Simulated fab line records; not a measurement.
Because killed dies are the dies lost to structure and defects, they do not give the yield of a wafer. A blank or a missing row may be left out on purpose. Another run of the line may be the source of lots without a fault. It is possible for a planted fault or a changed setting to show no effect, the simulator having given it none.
Which tool did it?	flow n5_finfet	Sampling: 21 lots, 63 wafers, 6 of 1938 route steps

WHAT THE GAUGES READ, wafer by wafer
N5_BEOL_M11_CD_MEAS_18: pitch 140 nm, target cd 70 nm.
lot	measured	on	cd_nm (nm)
L076	day 10 13:58	cd_sem-02	70.2 71.0 71.0
L074	day 10 18:21	cd_sem-02	70.8 71.5 71.1
L075	day 10 18:16	cd_sem-01	68.7 69.1 68.4
L077	day 11 04:56	cd_sem-03	69.3 70.2 69.8
L080	day 11 16:28	cd_sem-03	69.1 69.1 70.3
L079	day 11 18:11	cd_sem-02	70.6 71.7 70.6
L081	day 12 00:31	cd_sem-03	68.8 69.5 69.0
L084	day 12 22:11	cd_sem-02	70.1 69.6 68.3
L083	day 12 22:49	cd_sem-01	71.8 69.3 70.9
L082	day 12 23:19	cd_sem-02	71.4 70.9 71.8
L085	day 13 07:09	cd_sem-02	69.0 69.1 68.9
L086	day 14 03:17	cd_sem-01	68.3 69.2 70.0
L087	day 14 11:14	cd_sem-03	70.0 68.9 70.2
L088	day 15 06:16	cd_sem-02	67.8 68.0 68.3
L093	day 15 13:49	cd_sem-01	69.4 69.4 69.2
L090	day 15 13:43	cd_sem-03	70.1 70.8 70.1
L091	day 15 15:46	cd_sem-02	70.9 70.4 69.3
L092	day 15 17:12	cd_sem-03	70.4 70.3 70.2
L094	day 16 00:57	cd_sem-03	69.9 69.9 69.0
L095	day 16 03:35	cd_sem-01	71.3 70.8 71.1
L097	day 16 20:31	cd_sem-03	70.3 69.2 69.3

EACH LOT AND THE TOOL THAT RAN IT (in order: tool; ch and the chambers of the sampled wafers; start)
lot	N5_BEOL_M10_ETCH_65	N5_BEOL_M10_TRENCH_ETCH_37	N5_BEOL_M11_HM_DEP_02	N5_BEOL_M11_DESCUM_16	N5_BEOL_M11_STRIP_67
L076	rie_diel-01 ch 1,2,3, day 10 08:18	rie_diel-01 ch 1,2,3, day 10 12:30 or earlier	pvd_sputter-03, day 10 12:30	rie_diel-02 ch 0,1,2, day 10 13:30	rie_diel-02 ch 0,1,2, day 10 13:44
L074	rie_diel-05 ch 1,2, day 10 11:29	rie_diel-05 ch 1,2, day 10 15:55 or earlier	pvd_sputter-01, day 10 15:55	rie_diel-06 ch 1,2, day 10 17:49	rie_diel-06 ch 1,2, day 10 18:02
L075	rie_diel-01 ch 0,1,2, day 10 11:29	rie_diel-01 ch 0,1,2, day 10 15:49 or earlier	pvd_sputter-01, day 10 15:49	rie_diel-02 ch 0,1, day 10 17:48	rie_diel-02 ch 0,1, day 10 18:02
L077	rie_diel-01 ch 1,3, day 10 23:10	rie_diel-01 ch 1,3, day 11 03:54 or earlier	pvd_sputter-01, day 11 03:54	rie_diel-02 ch 0,2,3, day 11 04:29	rie_diel-02 ch 0,2,3, day 11 04:43
L080	rie_diel-03 ch 0,2,3, day 11 10:20	rie_diel-03 ch 0,2,3, day 11 15:25 or earlier	pvd_sputter-03, day 11 15:25	rie_diel-04 ch 0,1,2, day 11 16:01	rie_diel-04 ch 0,1,2, day 11 16:15
L079	rie_diel-01 ch 0,2,3, day 11 12:05	rie_diel-01 ch 0,2,3, day 11 16:59 or earlier	pvd_sputter-03, day 11 16:59	rie_diel-06 ch 1,2,3, day 11 17:36	rie_diel-06 ch 1,2,3, day 11 17:50
L081	rie_diel-01 ch 0,2,3, day 11 17:24	rie_diel-01 ch 0,2,3, day 11 23:25 or earlier	pvd_sputter-03, day 11 23:25	rie_diel-04 ch 2,3, day 11 23:59	rie_diel-04 ch 2,3, day 12 00:13
L084	rie_diel-01 ch 0,1,2, day 12 13:01	rie_diel-01 ch 0,1,2, day 12 21:09 or earlier	pvd_sputter-01, day 12 21:09	rie_diel-02 ch 0,2,3, day 12 21:44	rie_diel-02 ch 0,2,3, day 12 21:58
L083	rie_diel-01 ch 1,2,3, day 12 14:31	rie_diel-01 ch 1,2,3, day 12 21:47 or earlier	pvd_sputter-03, day 12 21:47	rie_diel-02 ch 0,2,3, day 12 22:22	rie_diel-02 ch 0,2,3, day 12 22:35
L082	rie_diel-03 ch 0,2, day 12 14:41	rie_diel-03 ch 0,2, day 12 22:17 or earlier	pvd_sputter-02, day 12 22:17	rie_diel-06 ch 2,3, day 12 22:52	rie_diel-06 ch 2,3, day 12 23:06
L085	rie_diel-03 ch 1,3, day 12 23:43	rie_diel-03 ch 1,3, day 13 06:14 or earlier	pvd_sputter-01, day 13 06:14	rie_diel-02 ch 0,1,3, day 13 06:42	rie_diel-02 ch 0,1,3, day 13 06:56
L086	rie_diel-03 ch 1,3, day 13 18:13	rie_diel-03 ch 1,3, day 14 01:58 or earlier	pvd_sputter-01, day 14 01:58	rie_diel-02 ch 1,3, day 14 02:49	rie_diel-02 ch 1,3, day 14 03:04
L087	rie_diel-01 ch 1,2,3, day 14 06:10	rie_diel-01 ch 1,2,3, day 14 10:07 or earlier	pvd_sputter-02, day 14 10:07	rie_diel-02 ch 1,2,3, day 14 10:47	rie_diel-02 ch 1,2,3, day 14 11:01
L088	rie_diel-03 ch 2,3, day 15 00:39	rie_diel-03 ch 2,3, day 15 05:01 or earlier	pvd_sputter-02, day 15 05:01	rie_diel-04 ch 1,3, day 15 05:48	rie_diel-04 ch 1,3, day 15 06:02
L093	rie_diel-05 ch 0,1,2, day 15 08:29	rie_diel-05 ch 0,1,2, day 15 12:51 or earlier	pvd_sputter-02, day 15 12:51	rie_diel-06 ch 1,2,3, day 15 13:21	rie_diel-06 ch 1,2,3, day 15 13:35
L090	rie_diel-01 ch 0,3, day 15 08:43	rie_diel-01 ch 0,3, day 15 12:48 or earlier	pvd_sputter-03, day 15 12:48	rie_diel-04 ch 0,1,3, day 15 13:16	rie_diel-04 ch 0,1,3, day 15 13:30
L091	rie_diel-03 ch 0,2, day 15 08:54	rie_diel-03 ch 0,2, day 15 14:41 or earlier	pvd_sputter-03, day 15 14:41	rie_diel-02 ch 0,3, day 15 15:08	rie_diel-02 ch 0,3, day 15 15:22
L092	rie_diel-01 ch 0,2,3, day 15 09:16	rie_diel-01 ch 0,2,3, day 15 15:46 or earlier	pvd_sputter-02, day 15 15:46	rie_diel-04 ch 0,1,3, day 15 16:28	rie_diel-04 ch 0,1,3, day 15 16:42
L094	rie_diel-01 ch 0,1,2, day 15 18:25	rie_diel-01 ch 0,1,2, day 15 23:51 or earlier	pvd_sputter-02, day 15 23:51	rie_diel-02 ch 1,3, day 16 00:26	rie_diel-02 ch 1,3, day 16 00:40
L095	rie_diel-03 ch 2,3, day 15 18:37	rie_diel-03 ch 2,3, day 16 02:19 or earlier	pvd_sputter-02, day 16 02:19	rie_diel-02 ch 0,3, day 16 03:00	rie_diel-02 ch 0,3, day 16 03:14
L097	rie_diel-03 ch 1,3, day 16 12:31	rie_diel-03 ch 1,3, day 16 19:17 or earlier	pvd_sputter-02, day 16 19:17	rie_diel-06 ch 0,1,2, day 16 19:52	rie_diel-06 ch 0,1,2, day 16 20:07
- N5_BEOL_M10_ETCH_65: etches SiARC in CF4, target depth 39 nm, time 65 s.
- N5_BEOL_M10_TRENCH_ETCH_37: etches SiCOH lowk in C4F6/O2, target depth 148.83 nm, time 48 s.
- N5_BEOL_M11_HM_DEP_02: deposits TiN, target thk 20 nm.
- N5_BEOL_M11_DESCUM_16: chemistry O2, time 7.9 s.
- N5_BEOL_M11_STRIP_67: strips in CF4.

AS READ BY THE TOOLS THEMSELVES (means over the sampled wafers that have a number; for cases with no such wafer, the mark the record gives instead)
N5_BEOL_M10_ETCH_65.
lot	tool	bias_w (W)	drypump_motor_current_A (A)	etch_rf_on_time_s (s)	mfc_ar_sccm (sccm)	oes_product_au (a.u.)	rf_vpp_V (V)	showerhead_plenum_p_Torr (Torr)	throttle_valve_pct (%)
L076	rie_diel-01	35.91	5.7	65.5	100.22	0.71	184.7	2.19	15.40
L074	rie_diel-05	36.04	5.7	67.1	99.92	0.60	182.9	2.08	15.78
L075	rie_diel-01	35.92	5.8	64.8	100.17	0.65	186.0	2.22	15.56
L077	rie_diel-01	35.98	5.8	67.6	100.25	0.68	184.2	2.13	15.41
L080	rie_diel-03	35.82	5.4	64.8	99.95	0.72	183.8	2.15	15.48
L079	rie_diel-01	35.81	5.7	65.7	99.96	0.68	184.6	2.18	15.40
L081	rie_diel-01	36.02	5.8	65.1	100.01	0.69	184.7	2.18	15.41
L084	rie_diel-01	36.06	5.8	66.3	100.08	0.63	186.1	2.21	15.60
L083	rie_diel-01	36.09	5.7	66.0	99.67	0.68	184.3	2.18	15.43
L082	rie_diel-03	35.97	4.9	65.8	100.23	0.75	184.3	2.15	15.28
L085	rie_diel-03	35.99	5.7	62.5	99.78	0.69	183.1	2.07	15.42
L086	rie_diel-03	36.08	5.8	62.9	100.13	0.68	183.8	2.07	15.42
L087	rie_diel-01	35.94	5.7	65.9	100.39	0.66	184.4	2.18	15.47
L088	rie_diel-03	36.01	5.3	64.6	100.07	0.70	183.8	2.08	15.48
L093	rie_diel-05	36.02	5.6	67.2	100.00	0.57	184.6	2.08	15.79
L090	rie_diel-01	36.10	5.8	66.2	100.03	0.72	183.5	2.11	15.30
L091	rie_diel-03	35.92	4.9	66.2	99.90	0.72	184.5	2.15	15.33
L092	rie_diel-01	36.09	5.7	65.0	100.13	0.74	183.7	2.17	15.29
L094	rie_diel-01	35.93	5.8	64.0	100.09	0.69	184.7	2.20	15.49
L095	rie_diel-03	36.08	5.3	65.2	99.71	0.69	184.1	2.07	15.49
L097	rie_diel-03	35.82	6.1	63.6	100.27	0.63	183.4	2.05	15.72

N5_BEOL_M10_TRENCH_ETCH_37.
lot	tool	bias_w (W)	drypump_motor_current_A (A)	mfc_ar_sccm (sccm)	oes_product_au (a.u.)	rf_vpp_V (V)	showerhead_plenum_p_Torr (Torr)	throttle_valve_pct (%)
L076	rie_diel-01	184.7	5.7	299.5	0.81	674	2.90	20.65
L074	rie_diel-05	185.4	5.7	299.2	0.70	645	2.77	21.08
L075	rie_diel-01	185.1	5.8	299.6	0.76	675	2.95	20.79
L077	rie_diel-01	185.6	5.8	300.1	0.81	678	2.82	20.65
L080	rie_diel-03	185.3	5.4	300.7	0.84	660	2.85	20.87
L079	rie_diel-01	185.5	5.8	299.6	0.80	672	2.90	20.65
L081	rie_diel-01	185.3	5.7	300.1	0.80	672	2.90	20.66
L084	rie_diel-01	184.9	5.8	299.8	0.74	675	2.94	20.82
L083	rie_diel-01	185.1	5.7	300.2	0.79	672	2.89	20.68
L082	rie_diel-03	185.3	4.9	299.7	0.88	659	2.87	20.67
L085	rie_diel-03	185.4	5.7	298.8	0.80	656	2.76	20.76
L086	rie_diel-03	185.5	5.7	300.3	0.80	656	2.76	20.77
L087	rie_diel-01	185.0	5.7	300.0	0.77	672	2.89	20.70
L088	rie_diel-03	185.1	5.3	300.1	0.81	654	2.75	20.77
L093	rie_diel-05	184.9	5.6	299.7	0.67	643	2.77	21.05
L090	rie_diel-01	185.5	5.8	298.3	0.85	676	2.80	20.58
L091	rie_diel-03	184.7	4.9	299.8	0.84	659	2.86	20.70
L092	rie_diel-01	185.4	5.8	300.7	0.87	670	2.88	20.60
L094	rie_diel-01	185.0	5.8	300.0	0.81	675	2.93	20.75
L095	rie_diel-03	184.9	5.3	299.7	0.81	653	2.75	20.77
L097	rie_diel-03	184.5	6.1	299.4	0.73	655	2.72	21.01

N5_BEOL_M11_HM_DEP_02.
lot	tool	substrate_temp_c (C)	throttle_valve_pct (%)
L076	pvd_sputter-03	24.99	30.5
L074	pvd_sputter-01	25.06	29.2
L075	pvd_sputter-01	24.93	28.8
L077	pvd_sputter-01	25.02	29.6
L080	pvd_sputter-03	25.03	30.3
L079	pvd_sputter-03	25.02	30.5
L081	pvd_sputter-03	25.13	30.4
L084	pvd_sputter-01	25.06	29.1
L083	pvd_sputter-03	24.87	29.9
L082	pvd_sputter-02	24.92	30.1
L085	pvd_sputter-01	25.04	29.0
L086	pvd_sputter-01	25.02	29.1
L087	pvd_sputter-02	25.04	29.8
L088	pvd_sputter-02	24.86	30.1
L093	pvd_sputter-02	25.00	29.8
L090	pvd_sputter-03	25.16	30.8
L091	pvd_sputter-03	24.92	30.2
L092	pvd_sputter-02	24.95	30.1
L094	pvd_sputter-02	25.06	30.1
L095	pvd_sputter-02	25.02	30.2
L097	pvd_sputter-02	24.94	29.8

N5_BEOL_M11_DESCUM_16.
lot	tool	drypump_motor_current_A (A)	oes_product_au (a.u.)	rf_vpp_V (V)	showerhead_plenum_p_Torr (Torr)	throttle_valve_pct (%)
L076	rie_diel-02	5.9	0.78	243.4	2.10	20.32
L074	rie_diel-06	5.9	0.85	242.5	2.05	20.15
L075	rie_diel-02	5.5	0.76	244.2	2.14	20.16
L077	rie_diel-02	6.4	0.78	242.6	2.07	20.31
L080	rie_diel-04	5.5	0.71	244.0	2.15	20.26
L079	rie_diel-06	5.6	0.79	242.6	2.04	20.24
L081	rie_diel-04	5.2	0.80	244.9	2.19	20.32
L084	rie_diel-02	6.4	0.77	242.3	2.07	20.33
L083	rie_diel-02	6.4	0.77	242.6	2.07	20.34
L082	rie_diel-06	5.5	0.74	241.5	2.00	20.48
L085	rie_diel-02	6.0	0.85	243.5	2.11	20.01
L086	rie_diel-02	5.5	0.86	243.4	2.10	19.87
L087	rie_diel-02	5.9	0.77	243.2	2.06	20.21
L088	rie_diel-04	6.0	0.84	244.6	2.20	20.08
L093	rie_diel-06	5.6	0.77	242.5	2.03	20.27
L090	rie_diel-04	5.8	0.76	244.4	2.17	20.18
L091	rie_diel-02	6.4	0.73	242.0	2.06	20.22
L092	rie_diel-04	5.8	0.77	244.9	2.17	20.20
L094	rie_diel-02	6.0	0.74	243.1	2.06	20.07
L095	rie_diel-02	6.4	0.80	243.3	2.10	20.20
L097	rie_diel-06	5.8	0.77	243.3	2.08	20.39

N5_BEOL_M11_STRIP_67.
lot	tool	drypump_motor_current_A (A)	oes_product_au (a.u.)	rf_vpp_V (V)	showerhead_plenum_p_Torr (Torr)	throttle_valve_pct (%)
L076	rie_diel-02	5.9	0.78	271.4	1.81	13.52
L074	rie_diel-06	5.9	0.84	269.9	1.76	13.45
L075	rie_diel-02	5.5	0.77	271.8	1.86	13.54
L077	rie_diel-02	6.4	0.78	271.5	1.78	13.55
L080	rie_diel-04	5.5	0.72	272.2	1.86	13.68
L079	rie_diel-06	5.6	0.79	270.9	1.75	13.46
L081	rie_diel-04	5.2	0.81	271.9	1.89	13.65
L084	rie_diel-02	6.4	0.76	270.5	1.77	13.57
L083	rie_diel-02	6.4	0.77	270.6	1.77	13.57
L082	rie_diel-06	5.5	0.75	269.1	1.72	13.61
L085	rie_diel-02	6.0	0.85	271.8	1.83	13.40
L086	rie_diel-02	5.6	0.86	271.8	1.83	13.33
L087	rie_diel-02	6.0	0.78	270.6	1.77	13.50
L088	rie_diel-04	6.0	0.84	272.9	1.91	13.48
L093	rie_diel-06	5.6	0.77	269.3	1.74	13.53
L090	rie_diel-04	5.8	0.77	273.1	1.87	13.58
L091	rie_diel-02	6.4	0.74	271.2	1.79	13.65
L092	rie_diel-04	5.8	0.77	273.6	1.87	13.59
L094	rie_diel-02	6.0	0.76	270.8	1.80	13.56
L095	rie_diel-02	6.4	0.80	271.5	1.82	13.54
L097	rie_diel-06	5.8	0.76	270.6	1.79	13.65

THE ANSWER, worked out from the rows above alone
Rule: the usual values come from the lots themselves. The widest of any qualifying gaps counts: lots, ordered by their means at a reading, are off when they make up no more than a third of the lots, leave a main group of 4 or more, and stand apart from it by 3 or more times the standard deviation of that group's means. Not used: any main group whose means are identical at the precision the tables above print for the reading. A lot without any number at a reading at which 4 lots or more have one is off too. The other lots that the step has rows for count as sound. The gauges are gone through in route order, then the tools' own readings, and for those a lot's mean is taken as printed above. The first step at which some lot is off is used, and at that step the reading that is off furthest; a lot without a number counts as furthest.
Nothing can be told from this: no lot is off at any reading shown.

WHAT WAS PUT IN BY THE SIMULATOR
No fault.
